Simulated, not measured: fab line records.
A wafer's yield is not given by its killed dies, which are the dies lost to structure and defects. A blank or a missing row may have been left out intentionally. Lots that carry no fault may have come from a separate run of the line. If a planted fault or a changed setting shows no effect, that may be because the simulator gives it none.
Split-lot experiment / flow n5_finfet / 21 wafers read from 7 lots, route of 1938 steps

## SPLIT DETAILS
At N5_WELL_APT_COAT_02 (resist thk 950 nm), the setting spin_rpm was moved away from the recipe's 1357 rpm on 11 of the 21 wafers read, by -9.9% to +6.3%. The other wafers ran this setting at the recipe's value.

Reading taken at the split's own step.

## THE READING
coat_of_WELL_APT_COAT_02.thk_nm (the simulator's own value, which no gauge read), in nm, at N5_WELL_APT_COAT_02 (resist thk 950 nm). No usual value for it is given in the file. Here, 10 wafers ran the recipe; their average is 949.4 nm with a standard deviation of 1.4 nm.

wafer=L075.2; tool, chamber at the split=litho_track-01, 0; spin_rpm as run, rpm=1357; against the recipe=recipe; coat_of_WELL_APT_COAT_02.thk_nm, nm=951.5; against lot-mates on the recipe=-
wafer=L075.5; tool, chamber at the split=litho_track-01, 0; spin_rpm as run, rpm=1357; against the recipe=recipe; coat_of_WELL_APT_COAT_02.thk_nm, nm=949.6; against lot-mates on the recipe=-
wafer=L075.6; tool, chamber at the split=litho_track-01, 0; spin_rpm as run, rpm=1222; against the recipe=-9.9%; coat_of_WELL_APT_COAT_02.thk_nm, nm=1001; against lot-mates on the recipe=+50.5
wafer=L081.1; tool, chamber at the split=litho_track-01, 0; spin_rpm as run, rpm=1309; against the recipe=-3.5%; coat_of_WELL_APT_COAT_02.thk_nm, nm=963.3; against lot-mates on the recipe=no lot-mate on the recipe
wafer=L081.2; tool, chamber at the split=litho_track-01, 0; spin_rpm as run, rpm=1309; against the recipe=-3.5%; coat_of_WELL_APT_COAT_02.thk_nm, nm=964.8; against lot-mates on the recipe=no lot-mate on the recipe
wafer=L081.5; tool, chamber at the split=litho_track-01, 0; spin_rpm as run, rpm=1309; against the recipe=-3.5%; coat_of_WELL_APT_COAT_02.thk_nm, nm=964.6; against lot-mates on the recipe=no lot-mate on the recipe
wafer=L084.2; tool, chamber at the split=litho_track-04, 0; spin_rpm as run, rpm=1223; against the recipe=-9.9%; coat_of_WELL_APT_COAT_02.thk_nm, nm=997.4; against lot-mates on the recipe=no lot-mate on the recipe
wafer=L084.3; tool, chamber at the split=litho_track-04, 0; spin_rpm as run, rpm=1223; against the recipe=-9.9%; coat_of_WELL_APT_COAT_02.thk_nm, nm=997.8; against lot-mates on the recipe=no lot-mate on the recipe
wafer=L084.6; tool, chamber at the split=litho_track-04, 0; spin_rpm as run, rpm=1223; against the recipe=-9.9%; coat_of_WELL_APT_COAT_02.thk_nm, nm=1001; against lot-mates on the recipe=no lot-mate on the recipe
wafer=L086.2; tool, chamber at the split=litho_track-04, 0; spin_rpm as run, rpm=1357; against the recipe=recipe; coat_of_WELL_APT_COAT_02.thk_nm, nm=948.7; against lot-mates on the recipe=-
wafer=L086.3; tool, chamber at the split=litho_track-04, 0; spin_rpm as run, rpm=1357; against the recipe=recipe; coat_of_WELL_APT_COAT_02.thk_nm, nm=947.7; against lot-mates on the recipe=-
wafer=L086.6; tool, chamber at the split=litho_track-04, 0; spin_rpm as run, rpm=1357; against the recipe=recipe; coat_of_WELL_APT_COAT_02.thk_nm, nm=949.3; against lot-mates on the recipe=-
wafer=L090.2; tool, chamber at the split=litho_track-03, 0; spin_rpm as run, rpm=1315; against the recipe=-3.1%; coat_of_WELL_APT_COAT_02.thk_nm, nm=966.4; against lot-mates on the recipe=+15.2
wafer=L090.5; tool, chamber at the split=litho_track-03, 0; spin_rpm as run, rpm=1357; against the recipe=recipe; coat_of_WELL_APT_COAT_02.thk_nm, nm=951.2; against lot-mates on the recipe=-
wafer=L090.6; tool, chamber at the split=litho_track-03, 0; spin_rpm as run, rpm=1315; against the recipe=-3.1%; coat_of_WELL_APT_COAT_02.thk_nm, nm=966.6; against lot-mates on the recipe=+15.4
wafer=L091.2; tool, chamber at the split=litho_track-03, 0; spin_rpm as run, rpm=1443; against the recipe=+6.3%; coat_of_WELL_APT_COAT_02.thk_nm, nm=920.6; against lot-mates on the recipe=-29.9
wafer=L091.3; tool, chamber at the split=litho_track-03, 0; spin_rpm as run, rpm=1357; against the recipe=recipe; coat_of_WELL_APT_COAT_02.thk_nm, nm=950.8; against lot-mates on the recipe=-
wafer=L091.5; tool, chamber at the split=litho_track-03, 0; spin_rpm as run, rpm=1357; against the recipe=recipe; coat_of_WELL_APT_COAT_02.thk_nm, nm=950.2; against lot-mates on the recipe=-
wafer=L097.1; tool, chamber at the split=litho_track-03, 0; spin_rpm as run, rpm=1442; against the recipe=+6.3%; coat_of_WELL_APT_COAT_02.thk_nm, nm=920.7; against lot-mates on the recipe=-27.0
wafer=L097.2; tool, chamber at the split=litho_track-03, 0; spin_rpm as run, rpm=1357; against the recipe=recipe; coat_of_WELL_APT_COAT_02.thk_nm, nm=947.4; against lot-mates on the recipe=-
wafer=L097.4; tool, chamber at the split=litho_track-03, 0; spin_rpm as run, rpm=1357; against the recipe=recipe; coat_of_WELL_APT_COAT_02.thk_nm, nm=948; against lot-mates on the recipe=-

FIT RESULTS
A straight line over all 21 wafers: coat_of_WELL_APT_COAT_02.thk_nm changes by -4.9 nm for each +1% of spin_rpm; r = -1.00; the points scatter about the line by 2 nm.
The same after taking each lot's own level away (the mean of its wafers on the recipe; 15 wafers): -4.83 nm for each +1%; r = -1.00; scatter 1.2 nm.
According to that fit, moving spin_rpm by its largest amount changes the reading by 48 nm.
The lots' own levels span 947.70 to 951.20 nm, that is 2.5 times the standard deviation above.
The two slopes agree, so the slope changes little with the lot-to-lot level.
Check: +46.1 nm against its lot-mates is what the line predicts for one of the wafers moved furthest among these (-9.9%) when that wafer is left out of the fit. Against them it came out at +50.5 nm.

## FILE'S OWN FIT
coat_of_WELL_APT_COAT_02.thk_nm changes by -4.84 nm for each +1% of spin_rpm, r = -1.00.
